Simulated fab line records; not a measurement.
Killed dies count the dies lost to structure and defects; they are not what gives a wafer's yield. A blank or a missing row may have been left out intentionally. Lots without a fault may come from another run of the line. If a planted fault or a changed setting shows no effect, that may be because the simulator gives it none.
Which of the tools did it?    flow nandHarc    20 lots with 60 wafers sampled at 6 steps, on a route of 1302 steps

## WHAT EACH GAUGE READ, for each wafer
The record holds no reading of a measuring or inspecting step that can be judged against a usual standard deviation.

## WHAT TOOL EACH LOT RAN ON (gives the tool, then ch and the chambers of the sampled wafers, and finally the start)
lot   NHARC_A_STAIRCASE_TRIM_20          NHARC_A_STAIRCASE_ETCH_194                    NHARC_A_STAIRCASE_TRIM_196         NHARC_A_STAIRCASE_TRIM_198     NHARC_A_STAIRCASE_ETCH_199     NHARC_A_STAIRCASE_TRIM_200
L075  rieDiel-13 ch 0,1,3, day 15 20:22  rieDiel-12 ch 0,2,3, day 16 00:01 or earlier  rieDiel-13 ch 0,1,2, day 16 00:01  rieDiel-13 ch 0,1,3, no start  rieDiel-13 ch 1,2,3, no start  rieDiel-13 ch 0,1,2, no start
L074  rieDiel-12 ch 0,1,3, day 15 20:31  rieDiel-12 ch 0,1,2, day 16 00:18 or earlier  rieDiel-02 ch 0,1,3, day 16 00:18  rieDiel-02 ch 0,1,2, no start  rieDiel-02 ch 0,1,3, no start  rieDiel-02 ch 0,1,3, no start
L077  rieDiel-12 ch 1,2,3, day 17 13:20  rieDiel-13 ch 0,2,3, day 17 17:11 or earlier  rieDiel-13 ch 0,1,2, day 17 17:11  rieDiel-13 ch 0,2,3, no start  rieDiel-13 ch 1,3, no start    rieDiel-13 ch 0,2,3, no start
L079  rieDiel-13 ch 0,2,3, day 17 20:25  rieDiel-02 ch 0,1,3, day 18 00:20 or earlier  rieDiel-02 ch 0,2,3, day 18 00:20  rieDiel-02 ch 0,1,3, no start  rieDiel-02 ch 0,2,3, no start  rieDiel-02 ch 0,2,3, no start
L078  rieDiel-13 ch 1,2, day 17 20:37    rieDiel-13 ch 0,3, day 18 00:32 or earlier    rieDiel-12 ch 0,1,2, day 18 00:32  rieDiel-12 ch 0,3, no start    rieDiel-12 ch 0,3, no start    rieDiel-12 ch 1,2,3, no start
L081  rieDiel-12 ch 0,3, day 18 09:49    rieDiel-13 ch 0,1,3, day 18 13:59 or earlier  rieDiel-13 ch 0,2, day 18 13:59    rieDiel-13 ch 1,2,3, no start  rieDiel-13 ch 0,1, no start    rieDiel-13 ch 1,2,3, no start
L080  rieDiel-13 ch 1,3, day 18 13:49    rieDiel-02 ch 2,3, day 18 18:01 or earlier    rieDiel-02 ch 1,2,3, day 18 18:01  rieDiel-02 ch 1,2,3, no start  rieDiel-02 ch 1,3, no start    rieDiel-02 ch 1,2, no start
L082  rieDiel-02 ch 1,2,3, day 19 00:06  rieDiel-13 ch 0,1,3, day 19 04:02 or earlier  rieDiel-13 ch 1,2,3, day 19 04:02  rieDiel-13 ch 0,1,3, no start  rieDiel-13 ch 0,1,3, no start  rieDiel-13 ch 0,1,2, no start
L083  rieDiel-02 ch 0,1, day 19 06:16    rieDiel-13 ch 1,2,3, day 19 11:48 or earlier  rieDiel-13 ch 0,1,3, day 19 11:48  rieDiel-13 ch 0,1, no start    rieDiel-13 ch 0,2, no start    rieDiel-13 ch 0,2, no start
L084  rieDiel-02 ch 0,1,2, day 20 00:28  rieDiel-12 ch 2,3, day 20 04:27 or earlier    rieDiel-13 ch 1,2,3, day 20 04:27  rieDiel-13 ch 0,1, no start    rieDiel-13 ch 1,2,3, no start  rieDiel-13 ch 1,2,3, no start
L085  rieDiel-02 ch 0,1, day 20 09:42    rieDiel-12 ch 2,3, day 20 13:20 or earlier    rieDiel-13 ch 1,2,3, day 20 13:20  rieDiel-13 ch 0,2,3, no start  rieDiel-13 ch 0,3, no start    rieDiel-13 ch 0,2,3, no start
L087  rieDiel-13 ch 0,1,3, day 20 18:11  rieDiel-13 ch 1,2,3, day 20 23:32 or earlier  rieDiel-12 ch 0,2,3, day 20 23:32  rieDiel-12 ch 0,2,3, no start  rieDiel-12 ch 0,2,3, no start  rieDiel-12 ch 0,1,3, no start
L086  rieDiel-12 ch 0,2,3, day 20 18:29  rieDiel-12 ch 0,2,3, day 20 23:13 or earlier  rieDiel-13 ch 1,2,3, day 20 23:13  rieDiel-13 ch 1,2,3, no start  rieDiel-13 ch 1,2,3, no start  rieDiel-13 ch 1,2,3, no start
L088  rieDiel-02 ch 0,1,3, day 22 01:55  rieDiel-13 ch 0,1,2, day 22 05:41 or earlier  rieDiel-13 ch 2,3, day 22 05:41    rieDiel-13 ch 0,1,3, no start  rieDiel-13 ch 1,3, no start    rieDiel-13 ch 1,3, no start
L090  rieDiel-12 ch 0,1,2, day 22 16:40  rieDiel-12 ch 0,1,2, day 22 20:25 or earlier  rieDiel-12 ch 0,3, day 22 20:25    rieDiel-12 ch 0,3, no start    rieDiel-12 ch 0,2,3, no start  rieDiel-12 ch 0,1,3, no start
L091  rieDiel-02 ch 0,3, day 22 16:55    rieDiel-02 ch 1,3, day 22 21:01 or earlier    rieDiel-02 ch 0,1,2, day 22 21:01  rieDiel-02 ch 1,2,3, no start  rieDiel-02 ch 2,3, no start    rieDiel-02 ch 0,3, no start
L092  rieDiel-13 ch 0,2,3, day 23 03:32  rieDiel-12 ch 0,3, day 23 07:15 or earlier    rieDiel-02 ch 0,1,3, day 23 07:15  rieDiel-02 ch 0,2,3, no start  rieDiel-02 ch 1,3, no start    rieDiel-02 ch 1,2,3, no start
L093  rieDiel-13 ch 0,2,3, day 23 15:23  rieDiel-02 ch 0,3, day 23 19:13 or earlier    rieDiel-13 ch 0,1,3, day 23 19:13  rieDiel-13 ch 1,3, no start    rieDiel-13 ch 0,2, no start    rieDiel-13 ch 1,2,3, no start
L096  rieDiel-12 ch 0,1,3, day 24 11:44  rieDiel-12 ch 0,2,3, day 24 15:17 or earlier  rieDiel-02 ch 0,1,2, day 24 15:17  rieDiel-02 ch 1,2, no start    rieDiel-02 ch 0,3, no start    rieDiel-02 ch 1,2, no start
L097  rieDiel-02 ch 2,3, day 25 07:18    rieDiel-12 ch 0,1,2, day 25 11:17 or earlier  rieDiel-12 ch 0,2, day 25 11:17    rieDiel-12 ch 1,2, no start    rieDiel-12 ch 0,2,3, no start  rieDiel-12 ch 0,2, no start
- NHARC_A_STAIRCASE_TRIM_20: chemistry O2, time 211.2 s.
- NHARC_A_STAIRCASE_ETCH_194: etches the open film in C4F8/O2, target depth 100 nm, time 40.5 s.
- NHARC_A_STAIRCASE_TRIM_196: chemistry O2, time 211.2 s.
- NHARC_A_STAIRCASE_TRIM_198: chemistry O2, time 211.2 s.
- NHARC_A_STAIRCASE_ETCH_199: etches the open film in C4F8/O2, target depth 100 nm, time 40.5 s.
- NHARC_A_STAIRCASE_TRIM_200: chemistry O2, time 211.2 s.

## WHAT THE TOOLS THEMSELVES READ (means of the sampled wafers that have a number; where no wafer has one, the mark that the record gives instead)
NHARC_A_STAIRCASE_TRIM_20. Usual: for drypumpMotorCurrentA, 5.7 A with a standard deviation of 0.56; for mfcArSccm, 0.0013 sccm with a standard deviation of 0.0021; for o2FlowSccm, 500.0 sccm with a standard deviation of 1.5; for oesProductAu, 1.001 a.u. with a standard deviation of 0.009; for rfVppV, 57.8 V with a standard deviation of 0.9; for showerheadPlenumPTorr, 3.53 Torr with a standard deviation of 0.18; for throttleValvePct, 17.037 % with a standard deviation of 0.0091.
lot   tool        drypumpMotorCurrentA (A)  mfcArSccm (sccm)  o2FlowSccm (sccm)  oesProductAu (a.u.)  rfVppV (V)  showerheadPlenumPTorr (Torr)  throttleValvePct (%)  flag
L075  rieDiel-13  6.0                       0.0027            499.5              1.004                57.6        3.49                          17.039                
L074  rieDiel-12  5.7                       0.0008            500.3              0.998                57.4        3.49                          17.039                
L077  rieDiel-12  5.8                       0.0008            498.5              1.005                57.3        3.46                          17.031                
L079  rieDiel-13  5.6                       0.0027            500.6              1.009                57.4        3.51                          17.037                
L078  rieDiel-13  5.6                       0.0000            499.3              1.007                57.1        3.35                          17.042                
L081  rieDiel-12  5.2                       0.0008            497.8              1.003                57.9        3.42                          17.039                
L080  rieDiel-13  5.7                       0.0041            500.4              1.004                58.0        3.53                          17.037                
L082  rieDiel-02  5.8                       0.0000            500.5              0.996                58.2        3.56                          17.041                
L083  rieDiel-02  5.5                       0.0025            499.5              0.990                58.7        3.78                          17.044                
L084  rieDiel-02  5.8                       0.0012            499.6              0.992                58.6        3.67                          17.033                
L085  rieDiel-02  5.5                       0.0025            501.3              0.989                58.3        3.77                          17.039                
L087  rieDiel-13  6.0                       0.0027            501.4              0.993                57.4        3.48                          17.039                
L086  rieDiel-12  5.3                       0.0008            499.0              0.997                58.8        3.58                          17.039                
L088  rieDiel-02  5.6                       0.0012            500.2              0.987                57.7        3.65                          17.040                
L090  rieDiel-12  5.5                       0.0000            499.8              1.002                57.4        3.52                          17.038                
L091  rieDiel-02  5.9                       0.0012            499.1              1.004                57.9        3.52                          17.045                
L092  rieDiel-13  5.6                       0.0027            502.4              1.000                57.6        3.49                          17.035                
L093  rieDiel-13  5.6                       0.0027            500.1              0.998                57.9        3.49                          17.041                
L096  rieDiel-12  5.7                       0.0008            499.0              1.005                58.5        3.45                          17.038                
L097  rieDiel-02  6.2                       0.0000            499.6              0.994                57.6        3.41                          17.046                

NHARC_A_STAIRCASE_ETCH_194. Usual: oesProductAu 0.946 a.u., standard deviation 0.011; rfVppV 895 V, standard deviation 6.2.
lot   tool        oesProductAu (a.u.)  rfVppV (V)  flag
L075  rieDiel-12  0.952                892         
L074  rieDiel-12  0.945                890         
L077  rieDiel-13  0.952                896         
L079  rieDiel-02  0.948                901         
L078  rieDiel-13  0.963                897         
L081  rieDiel-13  0.942                895         
L080  rieDiel-02  0.937                894         
L082  rieDiel-13  0.954                894         
L083  rieDiel-13  0.946                893         
L084  rieDiel-12  0.947                904         
L085  rieDiel-12  0.941                901         
L087  rieDiel-13  0.936                892         
L086  rieDiel-12  0.946                898         
L088  rieDiel-13  0.948                890         
L090  rieDiel-12  0.952                895         
L091  rieDiel-02  0.944                896         
L092  rieDiel-12  0.943                891         
L093  rieDiel-02  0.932                899         
L096  rieDiel-12  0.949                897         
L097  rieDiel-12  0.935                895         

NHARC_A_STAIRCASE_TRIM_196. Usual: for drypumpMotorCurrentA, 5.8 A with a standard deviation of 0.55; for mfcArSccm, 0.0012 sccm with a standard deviation of 0.0021; for o2FlowSccm, 499.9 sccm with a standard deviation of 1.4; for oesProductAu, 1.004 a.u. with a standard deviation of 0.0087; for rfVppV, 57.6 V with a standard deviation of 0.87; for showerheadPlenumPTorr, 3.48 Torr with a standard deviation of 0.16; for throttleValvePct, 17.036 % with a standard deviation of 0.0092.
lot   tool        drypumpMotorCurrentA (A)  mfcArSccm (sccm)  o2FlowSccm (sccm)  oesProductAu (a.u.)  rfVppV (V)  showerheadPlenumPTorr (Torr)  throttleValvePct (%)  flag
L075  rieDiel-13  5.9                       0.0006            499.3              0.997                57.0        3.40                          17.037                
L074  rieDiel-02  5.6                       0.0012            500.1              1.013                56.8        3.50                          17.032                
L077  rieDiel-13  5.9                       0.0006            499.3              1.007                56.8        3.40                          17.046                
L079  rieDiel-02  6.1                       0.0012            499.1              1.013                59.2        3.56                          17.041                
L078  rieDiel-12  5.5                       0.0000            499.5              1.008                58.0        3.36                          17.032                
L081  rieDiel-13  5.6                       0.0006            500.5              1.003                56.8        3.41                          17.029                
L080  rieDiel-02  5.8                       0.0000            500.1              1.002                57.7        3.56                          17.030                
L082  rieDiel-13  5.7                       0.0021            500.6              1.007                57.8        3.44                          17.043                
L083  rieDiel-13  6.0                       0.0027            500.0              1.005                57.3        3.48                          17.042                
L084  rieDiel-13  5.7                       0.0021            499.1              0.997                58.2        3.43                          17.028                
L085  rieDiel-13  5.7                       0.0021            499.0              1.002                56.7        3.43                          17.033                
L087  rieDiel-12  5.2                       0.0008            501.0              1.007                58.5        3.58                          17.039                
L086  rieDiel-13  5.7                       0.0021            500.0              1.006                57.8        3.43                          17.036                
L088  rieDiel-13  5.3                       0.0021            498.9              1.015                57.6        3.44                          17.033                
L090  rieDiel-12  5.5                       0.0015            499.1              1.002                57.7        3.51                          17.043                
L091  rieDiel-02  5.8                       0.0012            500.0              0.996                58.4        3.66                          17.032                
L092  rieDiel-02  5.6                       0.0012            499.0              1.004                57.3        3.64                          17.033                
L093  rieDiel-13  6.0                       0.0027            500.2              0.994                57.7        3.47                          17.034                
L096  rieDiel-02  5.8                       0.0012            500.0              0.996                58.5        3.65                          17.032                
L097  rieDiel-12  5.0                       0.0000            501.0              0.999                57.8        3.62                          17.042                

NHARC_A_STAIRCASE_TRIM_198. Usual: for drypumpMotorCurrentA, 5.8 A with a standard deviation of 0.54; for mfcArSccm, 0.0014 sccm with a standard deviation of 0.0022; for o2FlowSccm, 500.0 sccm with a standard deviation of 1.3; for oesProductAu, 1.003 a.u. with a standard deviation of 0.0076; for rfVppV, 57.7 V with a standard deviation of 0.78; for showerheadPlenumPTorr, 3.48 Torr with a standard deviation of 0.16; for throttleValvePct, 17.036 % with a standard deviation of 0.0088.
lot   tool        drypumpMotorCurrentA (A)  mfcArSccm (sccm)  o2FlowSccm (sccm)  oesProductAu (a.u.)  rfVppV (V)  showerheadPlenumPTorr (Torr)  throttleValvePct (%)  flag
L075  rieDiel-13  6.0                       0.0027            500.0              0.999                56.7        3.49                          17.029                
L074  rieDiel-02  5.8                       0.0012            500.2              1.007                57.7        3.51                          17.031                
L077  rieDiel-13  5.6                       0.0027            500.2              1.001                58.2        3.51                          17.028                
L079  rieDiel-02  5.6                       0.0012            500.1              0.997                57.7        3.67                          17.038                
L078  rieDiel-12  5.2                       0.0008            500.8              1.006                57.7        3.42                          17.040                
L081  rieDiel-13  5.7                       0.0021            500.4              1.009                57.7        3.44                          17.043                
L080  rieDiel-02  5.8                       0.0000            500.7              0.999                57.3        3.56                          17.031                
L082  rieDiel-13  6.0                       0.0027            499.5              1.007                57.8        3.48                          17.032                
L083  rieDiel-13  6.3                       0.0013            499.2              1.000                57.4        3.43                          17.029                
L084  rieDiel-13  6.2                       0.0013            500.4              1.014                57.3        3.43                          17.043                
L085  rieDiel-13  5.6                       0.0027            499.1              1.003                57.6        3.50                          17.033                
L087  rieDiel-12  5.2                       0.0008            500.5              1.003                57.8        3.58                          17.028                
L086  rieDiel-13  5.6                       0.0021            500.6              1.009                57.1        3.43                          17.038                
L088  rieDiel-13  6.0                       0.0027            501.0              1.003                57.6        3.47                          17.041                
L090  rieDiel-12  5.2                       0.0008            499.0              0.996                58.0        3.40                          17.031                
L091  rieDiel-02  5.9                       0.0000            501.1              0.999                57.3        3.54                          17.029                
L092  rieDiel-02  6.1                       0.0012            499.9              1.000                58.4        3.53                          17.042                
L093  rieDiel-13  6.0                       0.0021            498.8              1.006                57.4        3.40                          17.048                
L096  rieDiel-02  5.5                       0.0000            501.3              0.996                57.6        3.67                          17.040                
L097  rieDiel-12  6.1                       0.0000            499.1              1.012                57.5        3.57                          17.039                

NHARC_A_STAIRCASE_ETCH_199. Usual: oesProductAu 0.948 a.u., standard deviation 0.012; rfVppV 895 V, standard deviation 6.
lot   tool        oesProductAu (a.u.)  rfVppV (V)  flag
L075  rieDiel-13  0.941                893         
L074  rieDiel-02  0.959                895         
L077  rieDiel-13  0.950                892         
L079  rieDiel-02  0.956                897         
L078  rieDiel-12  0.953                896         
L081  rieDiel-13  0.950                891         
L080  rieDiel-02  0.929                901         
L082  rieDiel-13  0.958                894         
L083  rieDiel-13  0.950                893         
L084  rieDiel-13  0.960                894         
L085  rieDiel-13  0.953                898         
L087  rieDiel-12  0.938                899         
L086  rieDiel-13  0.925                892         
L088  rieDiel-13  0.938                896         
L090  rieDiel-12  0.948                897         
L091  rieDiel-02  0.945                892         
L092  rieDiel-02  0.962                901         
L093  rieDiel-13  0.943                891         
L096  rieDiel-02  0.934                899         
L097  rieDiel-12  0.936                897         

NHARC_A_STAIRCASE_TRIM_200. Usual: for drypumpMotorCurrentA, 5.8 A with a standard deviation of 0.54; for mfcArSccm, 0.0015 sccm with a standard deviation of 0.0022; for o2FlowSccm, 500.0 sccm with a standard deviation of 1.6; for oesProductAu, 1.003 a.u. with a standard deviation of 0.008; for rfVppV, 57.8 V with a standard deviation of 0.93; for showerheadPlenumPTorr, 3.49 Torr with a standard deviation of 0.17; for throttleValvePct, 17.038 % with a standard deviation of 0.0096.
lot   tool        drypumpMotorCurrentA (A)  mfcArSccm (sccm)  o2FlowSccm (sccm)  oesProductAu (a.u.)  rfVppV (V)  showerheadPlenumPTorr (Torr)  throttleValvePct (%)  flag
L075  rieDiel-13  6.0                       0.0006            500.5              0.998                56.9        3.40                          17.041                
L074  rieDiel-02  5.6                       0.0012            501.1              1.006                57.1        3.50                          17.041                
L077  rieDiel-13  5.6                       0.0027            499.8              1.011                58.0        3.51                          17.035                
L079  rieDiel-02  6.1                       0.0012            498.8              1.000                57.2        3.56                          17.034                
L078  rieDiel-12  5.8                       0.0008            501.7              1.006                58.0        3.46                          17.037                
L081  rieDiel-13  5.6                       0.0021            499.8              1.004                57.1        3.44                          17.038                
L080  rieDiel-02  6.1                       0.0000            500.5              0.998                57.6        3.57                          17.031                
L082  rieDiel-13  5.9                       0.0006            501.3              1.007                57.9        3.39                          17.035                
L083  rieDiel-13  5.9                       0.0013            499.4              1.003                56.9        3.45                          17.047                
L084  rieDiel-13  5.7                       0.0021            500.5              1.003                57.4        3.43                          17.038                
L085  rieDiel-13  5.6                       0.0027            499.2              1.003                58.1        3.50                          17.042                
L087  rieDiel-12  5.7                       0.0008            499.9              1.002                58.3        3.47                          17.037                
L086  rieDiel-13  5.7                       0.0021            500.8              0.999                57.5        3.43                          17.038                
L088  rieDiel-13  6.0                       0.0021            500.3              0.999                57.2        3.40                          17.041                
L090  rieDiel-12  5.7                       0.0008            500.7              1.003                58.6        3.46                          17.034                
L091  rieDiel-02  5.9                       0.0012            500.9              0.999                57.7        3.52                          17.045                
L092  rieDiel-02  5.8                       0.0000            498.0              0.999                57.8        3.54                          17.040                
L093  rieDiel-13  5.6                       0.0021            497.7              0.997                58.2        3.42                          17.042                
L096  rieDiel-02  6.0                       0.0000            500.4              1.001                58.3        3.55                          17.038                
L097  rieDiel-12  5.0                       0.0000            499.7              0.999                57.5        3.45                          17.034                

## THE ANSWER, worked out from the rows above alone
Rule: lot off if the mean of its wafers having a number is beyond 3 standard deviations from the usual mean. A lot without any number at a reading at which 4 lots or more have one is off too. All remaining lots with rows at the step are treated as sound. First the gauges in route order, then the tools' own readings, where a lot's mean is used as printed above. At the first step where some lot is off, the reading lying furthest off is the one used; lots without a number count as furthest.
Nothing can be told from this: no lot is off at any reading shown.

## WHAT WAS PUT IN BY THE SIMULATOR
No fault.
